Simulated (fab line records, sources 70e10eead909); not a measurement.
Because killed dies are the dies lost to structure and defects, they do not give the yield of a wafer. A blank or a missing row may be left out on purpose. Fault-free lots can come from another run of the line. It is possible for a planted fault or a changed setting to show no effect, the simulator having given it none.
The tool behind it: which one? | flow nandHarc | Sampling: 11 lots, 33 wafers, 6 of 1302 route steps

WHAT EACH GAUGE READ, for each wafer
NHARC_A_SGD_CUT_INSPECT_11.
lot  | measured     | on               | rawDefectCount
L075 | day 19 15:56 | defectInspect-02 | 76 65 67
L077 | day 20 04:47 | defectInspect-01 | 76 61 64
L079 | day 20 14:12 | defectInspect-02 | 22 15 17
L081 | day 21 21:43 | defectInspect-01 | 71 68 67
L083 | day 23 10:25 | defectInspect-02 | 25 18 30
L084 | day 23 14:47 | defectInspect-01 | 40 34 48
L088 | day 25 00:53 | defectInspect-01 | 34 40 47
L091 | day 26 08:57 | defectInspect-02 | 56 62 75
L093 | day 26 20:22 | defectInspect-01 | 60 70 71
L096 | day 27 23:35 | defectInspect-02 | 67 62 69
L097 | day 28 22:46 | defectInspect-01 | 50 60 61

TOOL THAT RAN EACH LOT (tool first, then ch and the chambers of the sampled wafers, then the start)
lot  | NHARC_A_STAIRCASE_ETCH_451                   | NHARC_A_STAIRCASE_ETCH_452                   | NHARC_A_STAIRCASE_ETCH_294                   | NHARC_A_STAIRCASE_DEP_417       | NHARC_A_STAIRCASE_STRIP_475
L075 | rieDiel-08 ch 0,2,3, day 17 23:32 or earlier | rieDiel-01 ch 0,1, day 17 23:32 or earlier   | rieDiel-01 ch 0,3, day 17 23:32 or earlier   | pecvd-02 ch 1,2, day 17 23:32   | rieDiel-01 ch 0,2, day 19 15:56 or earlier
L077 | rieDiel-06 ch 0,1,3, day 18 07:44 or earlier | rieDiel-06 ch 0,2,3, day 18 07:44 or earlier | rieDiel-06 ch 0,1, day 18 07:44 or earlier   | pecvd-01 ch 0,1,2, day 18 07:44 | rieDiel-01 ch 0,1,3, day 20 04:47 or earlier
L079 | rieDiel-06 ch 0,1,2, day 18 20:08 or earlier | rieDiel-01 ch 0,1,2, day 18 20:08 or earlier | rieDiel-01 ch 1,2,3, day 18 20:08 or earlier | pecvd-01 ch 0,1, day 18 20:08   | rieDiel-06 ch 0,1,3, day 20 14:12 or earlier
L081 | rieDiel-01 ch 1,3, day 19 21:30 or earlier   | rieDiel-06 ch 0,2, day 19 21:30 or earlier   | rieDiel-06 ch 0,1, day 19 21:30 or earlier   | pecvd-01 ch 0,2, day 19 21:30   | rieDiel-06 ch 0,1, day 21 21:43 or earlier
L083 | rieDiel-08 ch 0,2,3, day 21 14:20 or earlier | rieDiel-06 ch 2,3, day 21 14:20 or earlier   | rieDiel-06 ch 0,2,3, day 21 14:20 or earlier | pecvd-03 ch 1,2, day 21 14:20   | rieDiel-08 ch 0,2, day 23 10:25 or earlier
L084 | rieDiel-08 ch 0,2, day 21 22:26 or earlier   | rieDiel-01 ch 0,1,2, day 21 22:26 or earlier | rieDiel-01 ch 0,2,3, day 21 22:26 or earlier | pecvd-03 ch 0,1, day 21 22:26   | rieDiel-01 ch 0,1,2, day 23 14:47 or earlier
L088 | rieDiel-08 ch 1,2,3, day 23 05:00 or earlier | rieDiel-06 ch 0,2,3, day 23 05:00 or earlier | rieDiel-06 ch 0,2, day 23 05:00 or earlier   | pecvd-02 ch 0,2, day 23 05:00   | rieDiel-01 ch 0,1,2, day 25 00:53 or earlier
L091 | rieDiel-01 ch 0,2, day 24 05:55 or earlier   | rieDiel-06 ch 0,2, day 24 05:55 or earlier   | rieDiel-06 ch 1,3, day 24 05:55 or earlier   | pecvd-02 ch 0,2, day 24 05:55   | rieDiel-08 ch 1,2,3, day 26 08:57 or earlier
L093 | rieDiel-06 ch 0,1, day 25 01:20 or earlier   | rieDiel-06 ch 0,2, day 25 01:20 or earlier   | rieDiel-06 ch 0,1, day 25 01:20 or earlier   | pecvd-03 ch 1,2, day 25 01:20   | rieDiel-06 ch 1,3, day 26 20:22 or earlier
L096 | rieDiel-06 ch 0,2,3, day 25 22:53 or earlier | rieDiel-06 ch 0,1,3, day 25 22:53 or earlier | rieDiel-06 ch 0,1,3, day 25 22:53 or earlier | pecvd-01 ch 1,2, day 25 22:53   | rieDiel-08 ch 0,1,2, day 27 23:35 or earlier
L097 | rieDiel-01 ch 0,1,2, day 27 00:25 or earlier | rieDiel-01 ch 2,3, day 27 00:25 or earlier   | rieDiel-01 ch 0,1,3, day 27 00:25 or earlier | pecvd-01 ch 0,2, day 27 00:25   | rieDiel-08 ch 2,3, day 28 22:46 or earlier
- NHARC_A_STAIRCASE_ETCH_451: etches the open film in CF4/O2, target depth 30 nm, overetch 3 nm, time 16.5 s.
- NHARC_A_STAIRCASE_ETCH_452: etches the open film in CF4/O2, target depth 30 nm, overetch 3 nm, time 16.5 s.
- NHARC_A_STAIRCASE_ETCH_294: etches the open film in C4F8/O2/Ar, target depth 4989 nm, time 1211.6 s.
- NHARC_A_STAIRCASE_DEP_417: deposits Si3N4, target thk 60 nm.
- NHARC_A_STAIRCASE_STRIP_475: strips in O2, time 20 s.

THE ANSWER, worked out from the rows above alone
Rule: what is usual is taken from the lots themselves. Put in order of their means at a reading, lots are off if they are a third of the lots or fewer, leave a main group of 4 or more, and stand apart from it by a gap of 3 or more times the standard deviation of the main group's means; of several such gaps the widest counts. If all means in a main group match to the digits the tables above print for the reading, that group is not used. A lot without any number at a reading at which 4 lots or more have one is off too. Where the step has rows for the other lots, those lots are counted as sound.
None of the lots is off at any reading shown; this tells nothing.

WHAT WAS PUT IN BY THE SIMULATOR
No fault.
